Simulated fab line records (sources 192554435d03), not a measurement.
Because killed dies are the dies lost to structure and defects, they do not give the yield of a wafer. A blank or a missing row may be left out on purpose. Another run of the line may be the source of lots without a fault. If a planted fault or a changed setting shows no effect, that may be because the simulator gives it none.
Matching of chambers | flow n5Finfet | pecvd-03 running N5_BEOL_M14_ILD_DEP_00: 3 sister chambers
The step deposits SiO2 from TEOS/O2, target thk 1119.3 nm, time 237.4 s. 24 wafers are shown with their chamber, then 12 later ones without.

## EACH WAFER AND ITS CHAMBER
wafer  | chamber | heaterPowerW (W) | showerheadPlenumPTorr (Torr) | throttleValvePct (%)
L074.1 | 2       | 462              | 8.31                         | 18.4
L074.3 | 1       | 611              | 8.30                         | 18.7
L074.5 | 2       | 513              | 8.31                         | 18.1
L076.1 | 1       | 625              | 8.29                         | 18.7
L076.2 | 0       | 467              | 8.31                         | 18.6
L076.4 | 1       | 469              | 8.27                         | 18.6
L079.1 | 1       | 583              | 8.31                         | 18.5
L079.3 | 0       | 494              | 8.30                         | 18.5
L079.5 | 0       | 364              | 8.26                         | 18.4
L075.2 | 1       | 611              | 8.30                         | 18.5
L075.3 | 0       | 421              | 8.29                         | 18.4
L075.6 | 0       | 476              | 8.27                         | 18.5
L080.1 | 0       | 509              | 8.27                         | 18.6
L080.3 | 1       | 499              | 8.30                         | 18.8
L080.5 | 2       | 381              | 8.30                         | 18.6
L081.2 | 2       | 444              | 8.34                         | 18.3
L081.5 | 2       | 487              | 8.32                         | 18.4
L081.6 | 1       | 467              | 8.30                         | 18.8
L082.2 | 1       | 597              | 8.31                         | 18.4
L082.3 | 2       | 475              | 8.35                         | 18.4
L082.5 | 1       | 467              | 8.28                         | 18.8
L086.2 | 2       | 453              | 8.29                         | 18.6
L086.3 | 1       | 599              | 8.28                         | 18.7
L086.4 | 0       | 364              | 8.27                         | 18.4

SIGNATURES (means of the wafers above)
reading               | chamber 0 | chamber 1 | chamber 2 | scatter within a chamber
heaterPowerW          | 442.14    | 552.80    | 459.29    | 59.2
showerheadPlenumPTorr | 8.2814    | 8.2940    | 8.3171    | 0.0176
throttleValvePct      | 18.486    | 18.650    | 18.400    | 0.14
Rule: distance of a wafer from a chamber = root of the sum over the readings of ((wafer's reading minus chamber's mean) / reading's scatter) squared. The wafer belongs to the nearest chamber; if the next one is less than 2 further off, it can't be placed. The scatter: the root of (the sum of the squares of (reading less its chamber's mean) over the shown wafers, divided by (wafers less chambers)).

## WAFERS WITH NO CHAMBER GIVEN
wafer  | heaterPowerW (W) | showerheadPlenumPTorr (Torr) | throttleValvePct (%)
L083.3 | 526              | 8.30                         | 18.9
L083.4 | 588              | 8.30                         | 18.5
L083.5 | 362              | 8.29                         | 18.5
L087.1 | 520              | 8.29                         | 18.5
L087.4 | 500              | 8.31                         | 18.6
L087.6 | 607              | 8.29                         | 18.6
L090.2 | 507              | 8.30                         | 18.6
L090.3 | 527              | 8.30                         | 18.6
L090.6 | 374              | 8.33                         | 18.6
L092.1 | 428              | 8.29                         | 18.7
L092.2 | 434              | 8.34                         | 18.6
L092.6 | 478              | 8.30                         | 18.5

## EACH ONE'S CHAMBER
wafer  | from the rows above          | in truth
L083.3 | can't be placed: 1 or 0 or 2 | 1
L083.4 | can't be placed: 1 or 2 or 0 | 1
L083.5 | can't be placed: 0 or 2 or 1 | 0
L087.1 | can't be placed: 1 or 0 or 2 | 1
L087.4 | can't be placed: 1 or 2 or 0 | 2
L087.6 | can't be placed: 1 or 0      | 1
L090.2 | can't be placed: 1 or 0 or 2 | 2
L090.3 | can't be placed: 1 or 0 or 2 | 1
L090.6 | can't be placed: 2 or 0 or 1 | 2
L092.1 | can't be placed: 0 or 1 or 2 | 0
L092.2 | can't be placed: 2 or 1 or 0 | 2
L092.6 | can't be placed: 0 or 2 or 1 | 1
Placed correctly: 0 of 12. Can't be placed from these rows: 12 (the true chamber is among the candidates in 12). Placed wrongly: 0.
